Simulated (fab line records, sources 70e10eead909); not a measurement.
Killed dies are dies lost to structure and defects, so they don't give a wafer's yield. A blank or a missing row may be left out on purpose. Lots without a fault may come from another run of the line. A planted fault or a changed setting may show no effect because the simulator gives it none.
Chamber matching | flow nand_harc | NHARC_A_STAIRCASE_ETCH_444 on rie_diel-04: 4 sister chambers
The step etches the open film in C4F8/O2, target depth 20400 nm, time 6800 s. 14 wafers are shown with their chamber, then 7 later ones without.

WAFERS WITH THEIR CHAMBER
wafer  | chamber | rf_vpp_V (V) | bias_w (W) | oes_product_au (a.u.)
L074.3 | 2       | 814          | 997.3      | 0.926
L074.4 | 0       | 807          | 1004.9     | 0.924
L074.6 | 2       | 814          | 999.6      | 0.918
L080.1 | 1       | 801          | 998.1      | 0.935
L080.4 | 0       | 807          | 1000.8     | 0.913
L080.5 | 3       | 811          | 992.9      | 0.932
L087.2 | 3       | 809          | 995.3      | 0.976
L087.4 | 2       | 813          | 1000.9     | 0.964
L087.6 | 1       | 800          | 999.7      | 0.981
L091.2 | 0       | 805          | 1000.2     | 0.920
L091.3 | 3       | 809          | 1004.6     | 0.916
L091.5 | 1       | 803          | 996.0      | 0.937
L093.4 | 3       | 810          | 999.3      | 0.917
L093.5 | 2       | 813          | 1002.5     | 0.918

SIGNATURES (means of the wafers above)
reading        | chamber 0 | chamber 1 | chamber 2 | chamber 3 | scatter within a chamber
rf_vpp_V       | 806.33    | 801.33    | 813.50    | 809.75    | 1.05
bias_w         | 1001.967  | 997.933   | 1000.075  | 998.025   | 3.36
oes_product_au | 0.91900   | 0.95100   | 0.93150   | 0.93525   | 0.0229
Rule: a wafer's distance from a chamber is the root of the sum, over the readings, of the square of ((its reading less the chamber's mean) divided by the reading's scatter). The wafer belongs to the nearest chamber; if the next one is less than 2 further off, it can't be placed. The scatter: the root of (the sum of the squares of (reading less its chamber's mean) over the shown wafers, divided by (wafers less chambers)).

WAFERS WITHOUT THEIR CHAMBER
wafer  | rf_vpp_V (V) | bias_w (W) | oes_product_au (a.u.)
L093.6 | 802          | 994.9      | 0.927
L096.2 | 809          | 996.5      | 0.929
L096.5 | 800          | 997.4      | 0.937
L096.6 | 805          | 1001.7     | 0.923
L097.1 | 807          | 1004.5     | 0.926
L097.2 | 800          | 998.3      | 0.935
L097.5 | 798          | 996.1      | 0.933

WHICH CHAMBER EACH WENT THROUGH
wafer  | from the rows above | in truth
L093.6 | 1                   | 1
L096.2 | 3                   | 3
L096.5 | 1                   | 1
L096.6 | 0                   | 0
L097.1 | 0                   | 0
L097.2 | 1                   | 1
L097.5 | 1                   | 1
Placed correctly: 7 of 7. Can't be placed from these rows: 0. Placed wrongly: 0.
